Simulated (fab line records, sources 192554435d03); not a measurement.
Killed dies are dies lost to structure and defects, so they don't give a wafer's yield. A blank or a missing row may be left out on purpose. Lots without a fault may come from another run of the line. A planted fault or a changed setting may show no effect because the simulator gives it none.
A struck lot beside a sound one | flow n5_finfet | 38 steps out of a route of 1938
Sound: wafers L573.2, L573.4, L573.5. Struck: wafer L568.6. (L568.1, L568.4 of the same lot were not struck and are left out.) The cause comes at the end.
At each step with rows: each side's tool, then ch and its chambers, then its first start. Under that, the readings that differ: sound wafers | struck wafers | difference of the means | sigmas: that difference in standard deviations of wafers without a fault.
alike: readings whose means differ by less than 2 such deviations, and words and numbers that are the same on both sides. not compared: withheld readings, readings that some wafer has no value for, bounds like >300 that may hide the same value, and numbers for which the record gives no deviation and whose values overlap.
The two part at a step that has a row with sigmas, a row that says differs or no value, or rows on one side only. Numbers that don't overlap but have no deviation are shown without sigmas and don't part them. A reading that every wafer of one side lacks parts them only if that side has two wafers or more.

first, 9 steps without rows for these wafers: N5_BEOL_M4_ANNEAL_95 (time 240 s); N5_BEOL_M4_SPUTTER_96 (material Cu, target thk 4.5 nm, time 8.29 s); N5_BEOL_M4_ECD_50 (material Cu, target thk 300 nm); N5_BEOL_M4_ANNEAL_51 (time 90 s); N5_BEOL_M4_CMP_52 (polishes, stops on SiOC, t overpolish 6.8 s, target thk 40 nm); N5_BEOL_M4_PRE_CLEAN_60 (time 15 s); N5_BEOL_M4_CO_CAP_55 (material Co, precursor CCTBA/H2, target thk 2 nm, time 102.1 s); N5_BEOL_M4_PRE_CLEAN_56 (time 15 s); N5_BEOL_M4_DEP_57 (deposits SiCN from 3MS/NH3, target thk 8 nm, time 14 s).
N5_BEOL_M4_RC_MEAS_101:
  sound on prober-02 ch 0, day 15 07:02; struck on prober-01 ch 0, day 14 01:01
  alike: DIBL_N, DIBL_P, IOFF_N, IOFF_P, ION_N, ION_P, SS_N, SS_P, VT_N, VT_P
then, 24 steps without rows for these wafers: N5_BEOL_M5_ILD_DEP_00 (deposits SiCOH lowk from DEMS/porogen, target thk 140.64 nm, time 25.9 s); N5_BEOL_M5_CURE_79 (cures SiCOH lowk, time 240 s); N5_BEOL_M5_PECVD_70 (deposits SiO2 from TEOS/O2, target thk 16 nm, time 18 s); N5_BEOL_M5_HM_DEP_02 (deposits TiN, target thk 20 nm); N5_BEOL_M5_COAT_59 (time 60 s, resist thk 60 nm); N5_BEOL_M5_COAT_60 (time 60 s, resist thk 12 nm); N5_BEOL_M5_COAT_71 (time 60 s, resist thk 5 nm); N5_BEOL_M5_COAT_05 (resist thk 30 nm); N5_BEOL_M5_EBR_07; N5_BEOL_M5_SOFTBAKE_06 (time 60 s); N5_BEOL_M5_EXPOSE_08 (exposes mask M5, target cd 28 nm); N5_BEOL_M5_PEB_09 (peb time 60 s); N5_BEOL_M5_DEVELOP_10 (develop time 30 s); N5_BEOL_M5_DESCUM_16 (chemistry O2, time 7 s); N5_BEOL_M5_ETCH_72 (etches underlayer in N2/H2, target depth 6.5 nm, time 5.2 s); N5_BEOL_M5_ETCH_61 (etches SiARC in CF4, target depth 15.6 nm, time 26 s); N5_BEOL_M5_ETCH_62 (etches SOC in N2/H2, target depth 75 nm, overetch 15 nm, time 112.5 s); N5_BEOL_M5_STRIP_63 (strips in N2/H2); N5_BEOL_M5_STRIP_73 (strips in N2/H2); N5_BEOL_M5_STRIP_64 (strips in CF4); N5_BEOL_M5_HM_OPEN_17 (chemistry Cl2/BCl3, target TiN, target depth 20 nm, overetch 6 nm); N5_BEOL_M5_STRIP_19 (strips in O2); N5_BEOL_M5_COAT_65 (time 60 s, resist thk 60 nm); N5_BEOL_M5_COAT_66 (time 60 s, resist thk 12 nm).
N5_BEOL_M8_CMP_52: polishes, stops on SiCOH lowk, t overpolish 6.9 s, target thk 80 nm.
  sound on cmp-04 ch 1,3, day 17 01:41; struck on cmp-03 ch 2, day 15 17:15
  reading                      | sound             | struck | difference | sigmas
  barrier_field_endpoint_s (s) | 29.7 29.2 29.4    | 46.9   | +17.5      | +21
  overpolish_run_s (s)         | 6.922 6.906 6.914 | 0.045  | -6.869     | -99 or more
  time_to_endpoint_s (s)       | 63 59 64          | 82     | +20        | +6
  alike: clearing_platen_down_force_psi, edge_zone_pressure_frac, motor_current_A
N5_BEOL_M8_THK_MEAS_53: measures by xrf.
  sound on film_metro-01, day 17 01:57; struck on film_metro-02, day 15 17:32
  reading     | sound          | struck | difference | sigmas
  M8_THK (nm) | 81.0 81.5 83.3 | 184.1  | +102.2     | +46
N5_BEOL_M8_INSPECT_58: inspects for defects (darkfield).
  sound on defect_inspect-01, day 17 02:08; struck on defect_inspect-02, day 15 17:42
  reading          | sound    | struck | difference | sigmas
  raw_defect_count | 58 69 63 | 1081   | +1018      | +57
-- the record jumps here: 3 days lie between the struck wafers' starts before and after (it left off in module BEOL_M8 and takes up again in module PASSIVATION, whose first step shown is number 1936 of the route) --
N5_PASSIVATION_PROBE_49:
  sound on prober-01, day 19 18:50; struck on prober-01, day 18 17:11
  reading                  | sound          | struck | difference | sigmas
  defect_limited_yield (%) | 90.3 89.4 92.3 | 0      | -91        | -65
  killed_at_M4_up          | 25 13 17       | 1086   | +1068      | +99 or more
  killed_dies              | 114 125 91     | 1180   | +1070      | +63
  killed_on_rim            | 17 13 11       | 152    | +138       | +36
  sort_n_pass              | 1066 1055 1089 | 0      | -1070      | -63
  sort_yield_pct (%)       | 90.3 89.4 92.3 | 0      | -91        | -65
  alike: killed_at_M0_to_M3, killed_at_contacts, killed_at_front_end, killed_at_other, killed_open, killed_short, sort_bin_5_function, sort_bin_6_memory

WHERE THEY PART
First at N5_BEOL_M8_CMP_52; last, within this record, at N5_PASSIVATION_PROBE_49.

WHY: what the simulator had put in
Process parameter drift: cmp-03, from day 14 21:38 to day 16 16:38, at N5_BEOL_M8_CMP_52. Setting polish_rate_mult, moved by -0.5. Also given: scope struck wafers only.
